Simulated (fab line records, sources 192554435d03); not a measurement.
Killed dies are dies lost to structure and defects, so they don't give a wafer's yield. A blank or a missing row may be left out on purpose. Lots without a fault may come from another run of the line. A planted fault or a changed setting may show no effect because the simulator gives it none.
Problem report in the 8D (eight disciplines) form, filled by code | flow n5_finfet | the parts of the form that need people (team, actions taken, sign-off) are left out

1. THE PROBLEM
killed_at_M4_up at N5_PASSIVATION_PROBE_49 reads a mean of 93 on 6 wafers of 2 lots; wafers without a fault read 14 with a standard deviation of 5.1. That is +15 standard deviations from the usual mean.
First seen on wafer L863.2, day 15 03:28, on prober-01. The record holds 9 wafers of 3 lots with a number at this step. Rule for "out", or "out of limits": more than 4 standard deviations from the usual mean. The other wafers with a number count as sound.

2. WHAT IT IS AND WHAT IT IS NOT
question                    | is                     | is not
which readings at this step | killed_at_M4_up        | killed_at_contacts, killed_at_front_end, killed_open, killed_short, sort_bin_4_leakage, sort_bin_6_memory
which lots                  | L863, L865             | L873
which wafers of those lots  | all that have a number | -
read on which tools         | prober-01, prober-02   | -
when                        | from day 15 03:28      | up to then (0 sound wafers); but 3 sound wafers of L873 came after

3. SUSPECTS, AND WHAT RULES EACH OUT
Counting: a tool at a process step up to the reading stays a suspect if it ran every lot that is out and no sound lot after the first of them.
- pvd_sputter-03 at N5_BEOL_M5_SPUTTER_88 (material Cu, target thk 15 nm, time 27.62 s): kept. It ran every lot that is out, first L863 (day 10 11:46), and no sound lot after that.
- rie_diel-06 at N5_MIM_BOT_ETCH_STRIP_01 (strips in O2): kept. It ran every lot that is out, first L863 (day 14 16:04), and no sound lot after that.
Left after counting: pvd_sputter-03 at N5_BEOL_M5_SPUTTER_88, rie_diel-06 at N5_MIM_BOT_ETCH_STRIP_01.

4. THE CAUSE (what the simulator had put in)
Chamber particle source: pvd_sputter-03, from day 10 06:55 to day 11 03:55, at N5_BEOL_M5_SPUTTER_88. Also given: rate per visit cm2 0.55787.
Counting left 2 suspects, and this tool is among them.

5. THE CHAIN OF EFFECTS, in route order
Each row: a reading whose mean over the struck wafers that have a number lies more than 3 standard deviations from the usual. Only readings for which the record gives a usual standard deviation are gone through. hours: the time from each lot's start at the first step in this table that gives one to its start at this step, as a median over the lots. sigmas: the change in usual standard deviations.
hours | step                    | reading              | usual  | on struck wafers | change | sigmas
0     | N5_PASSIVATION_PROBE_49 | defect_limited_yield | 91.3 % | 86.2             | -5.0   | -3.4
0     | N5_PASSIVATION_PROBE_49 | killed_at_M4_up      | 14     | 93               | +79    | +15
0     | N5_PASSIVATION_PROBE_49 | killed_dies          | 103    | 162              | +59    | +3.3
0     | N5_PASSIVATION_PROBE_49 | sort_bin_5_function  | 5.1 %  | 8.5              | +3.4   | +3.4
0     | N5_PASSIVATION_PROBE_49 | sort_n_pass          | 1077   | 1018             | -59    | -3.3
0     | N5_PASSIVATION_PROBE_49 | sort_yield_pct       | 91.3 % | 86.2             | -5.0   | -3.4
The process steps in it:
- N5_PASSIVATION_PROBE_49

6. WHAT WOULD HAVE CAUGHT IT SOONER
In this record the first reading out of limits was taken at day 15 03:28, 117 hours after the fault began at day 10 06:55.
Of the tool readings at N5_BEOL_M5_SPUTTER_88 for which the record gives a usual standard deviation, none was out on any struck wafer, so an alarm limit of 4 standard deviations on them would not have fired.
All the lots that are out (2) had begun N5_BEOL_M5_SPUTTER_88 on pvd_sputter-03 by day 15 03:28. A hold on the tool at that time would have spared none of them.
